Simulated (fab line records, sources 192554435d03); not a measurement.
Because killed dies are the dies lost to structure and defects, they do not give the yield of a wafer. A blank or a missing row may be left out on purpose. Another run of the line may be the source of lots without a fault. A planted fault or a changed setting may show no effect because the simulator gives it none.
A lot that was struck, set against a sound lot + flow n5Finfet + 40 steps out of a route of 1938
Sound: these wafers, L292.2, L292.3, L292.5. Struck: wafer L279.5. (L279.4 of the same lot was not struck and is left out.) The cause comes at the end.
For every step that has rows: the tool of each side, followed by ch and its chambers, followed by its first start. Under that, the readings that differ: sound wafers + struck wafers + difference of the means + sigmas: that difference in standard deviations of wafers without a fault.
alike: words and numbers the same on both sides, and readings whose means are apart by under 2 such deviations; not compared: readings that were withheld, readings missing a value for some wafer, numbers with overlapping values and no deviation given by the record, and bounds like >300 which may hide the same value.
The two part at a step that has a row with sigmas, a row that says differs or no value, or rows on one side only. Numbers that have no deviation but don't overlap get no sigmas and don't part them. A reading missing from all wafers of one side parts the sides only when that side holds two or more wafers.

first, 10 steps without rows for these wafers: N5_HKMG_FIN_CMP_23 (polishes, stops on SiNx, t overpolish 10 s, target thk 46.326 nm); N5_HKMG_FIN_CMP_94 (polishes, stops on SiNx, t overpolish 4.7 s, target thk 43.299 nm); N5_GATE_CUT_ETCHBACK_00 (etches W in SF6/Cl2); N5_GATE_CUT_ETCH_56 (etches TiN in Cl2/Ar, target depth 21.6 nm); N5_GATE_CUT_ETCHBACK_30 (etches TiN in Cl2/Ar, target depth 3 nm); N5_GATE_CUT_VAPOR_ETCH_60 (etches HfO2 in BCl3/Cl2); N5_GATE_CUT_ETCH_58 (etches SiNx in CH3F/O2, target depth 17 nm, time 128.6 s); N5_GATE_CUT_STRIP_59 (strips in N2/H2, time 20 s); N5_GATE_CUT_PRECLEAN_31 (cleans in DIW, time 300 s); N5_GATE_CUT_SRD_32 (time 30 s).
N5_GATE_CUT_SAC_CAP_01: material SiNx, target thk 24 nm, pulse time 1 s, ald cycles 480.
  sound on aldSin-03 ch 0,2, day 9 12:47; struck on aldSin-01 ch 1, day 6 12:44
| reading                                      | sound       | struck | difference | sigmas |
|----------------------------------------------|-------------|--------|------------|--------|
| aldCycles                                    | 480 480 480 | 654    | +174       |        |
| model.SiNx_of_GATE_CUT_SAC_CAP_01.thkNm (nm) | 23.8 24 24  | 32.8   | +8.9       |        |
  alike: heaterPowerW, precursorPulseHeightRel
then, 21 steps without rows for these wafers: N5_GATE_CUT_PECVD_57 (deposits SiNx from SiH4/NH3/N2, target thk 21 nm); N5_GATE_CUT_CMP_02 (polishes, stops on SiO2, t overpolish 12.7 s, target thk 0 nm); N5_GATE_CUT_HM_DEP_46 (deposits SiO2 from TEOS/O2, target thk 130 nm, time 26.6 s); N5_GATE_CUT_COAT_34 (time 60 s, resist thk 60 nm); N5_GATE_CUT_COAT_35 (time 60 s, resist thk 10 nm); N5_GATE_CUT_COAT_27 (time 60 s, resist thk 10 nm); N5_GATE_CUT_COAT_07 (resist thk 30 nm); N5_GATE_CUT_EBR_09; N5_GATE_CUT_SOFTBAKE_08 (time 60 s); N5_GATE_CUT_EXPOSE_10 (exposes mask GATE CUT, target cd 20 nm); N5_GATE_CUT_PEB_11 (peb time 60 s); N5_GATE_CUT_DEVELOP_12 (develop time 30 s); N5_GATE_CUT_DESCUM_18 (chemistry O2, time 7 s); N5_GATE_CUT_ETCH_28 (etches underlayer in N2/H2, target depth 13 nm, time 10.4 s); N5_GATE_CUT_ETCH_36 (etches SiARC in CF4, target depth 13 nm, time 21.7 s); N5_GATE_CUT_ETCH_37 (etches SOC in N2/H2, target depth 60 nm, overetch 12 nm, time 90 s); N5_GATE_CUT_STRIP_38 (strips in N2/H2); N5_GATE_CUT_STRIP_39 (strips in N2/H2); N5_GATE_CUT_HM_OPEN_40 (chemistry C4F6/O2, target SiO2, target depth 139 nm, time 85.1 s); N5_GATE_CUT_STRIP_41 (strips in CF4); N5_GATE_CUT_STRIP_42 (strips in O2).
N5_GATE_CUT_ETCH_19: etches SiNx in CH3F/O2, target depth 53.7 nm, time 76.7 s.
  sound on rieDiel-03 ch 0,3, day 9 16:08; struck on rieDiel-03 ch 1, day 6 15:11
| reading           | sound          | struck | difference | sigmas |
|-------------------|----------------|--------|------------|--------|
| etchRfOnTimeS (s) | 77.6 74.0 77.1 | 56.0   | -20.2      | -13    |
| rfVppV (V)        | 295 299 294    | 307    | +11        | +2     |
  alike: drypumpMotorCurrentA, oesProductAu, showerheadPlenumPTorr, throttleValvePct
  not compared: rfHoursCounterH
then, 3 steps without rows for these wafers: N5_GATE_CUT_CUT_ETCH_53 (etches W in SF6/Cl2, target depth 79.2 nm); N5_GATE_CUT_CUT_ETCH_54 (etches TiN in Cl2/BCl3, target depth 96.7 nm); N5_GATE_CUT_CUT_ETCH_55 (etches HfO2 in BCl3, target depth 3.2 nm).
N5_MOL_CONTACT_COAG_CMP_28: polishes, stops on SiNx, t overpolish 0.85 s, target thk 14.522 nm.
  sound on cmp-02 ch 1,3, day 10 03:29; struck on cmp-03 ch 1, day 7 06:57
| reading                                      | sound      | struck | difference | sigmas |
|----------------------------------------------|------------|--------|------------|--------|
| model.SiNx_of_GATE_CUT_SAC_CAP_01.thkNm (nm) | 17.8 18 18 | 24.4   | +6.5       |        |
  alike: motorCurrentA, timeToEndpointS
N5_MOL_CONTACT_COAG_THK_MEAS_29:
  sound on filmMetro-02 at day 10 03:47; struck on filmMetro-01 at day 7 07:08
| reading         | sound             | struck | difference | sigmas |
|-----------------|-------------------|--------|------------|--------|
| MD_CAP_THK (nm) | 17.78 17.93 17.95 | 24.41  | +6.52      | +83    |
N5_MOL_CONTACT_COAG_ETCH_47: etches SiNx in CH3F/O2, stops on W, target depth 27 nm.
  sound on rieDiel-02 ch 0,1, day 10 05:53; struck on rieDiel-06 ch 1, day 7 09:10
| reading                                    | sound             | struck | difference | sigmas |
|--------------------------------------------|-------------------|--------|------------|--------|
| etchRfOnTimeS (s)                          | 31.4 31.8 31.7    | 42.1   | +10.5      | +19    |
| throttleValvePct (%)                       | 16.68 16.51 16.70 | 16.08  | -0.55      | -3     |
| model.etch.tClearS (s)                     | 26.16 26.52 26.4  | 35.12  | +8.76      |        |
| model.MOL_CONTACT_COAG.featureDepthNm (nm) | 18.4 18.6 18.6    | 25.2   | +6.7       |        |
| model.etch.depthNm (nm)                    | 17.82 17.92 17.95 | 24.43  | +6.53      |        |
  alike: drypumpMotorCurrentA, oesProductAu, rfVppV, showerheadPlenumPTorr
  not compared: rfHoursCounterH
-- the record jumps here: 4 days lie between the struck wafers' starts before and after (it left off in module MOL_CONTACT_COAG and takes up again in module BEOL_M4, whose first step shown is number 1111 of the route) --
N5_BEOL_M4_RC_MEAS_101:
  sound on prober-02 ch 0, day 14 04:06; struck on prober-01 ch 0, day 11 06:24
  alike: DIBL_N, DIBL_P, IOFF_N, IOFF_P, ION_N, ION_P, SS_N, SS_P, VT_N, VT_P

WHERE THEY PART
First at N5_GATE_CUT_ETCH_19; last, within this record, at N5_MOL_CONTACT_COAG_ETCH_47. Later steps at which nothing parts them and some readings are alike: N5_BEOL_M4_RC_MEAS_101.

WHY: whatever the simulator had introduced
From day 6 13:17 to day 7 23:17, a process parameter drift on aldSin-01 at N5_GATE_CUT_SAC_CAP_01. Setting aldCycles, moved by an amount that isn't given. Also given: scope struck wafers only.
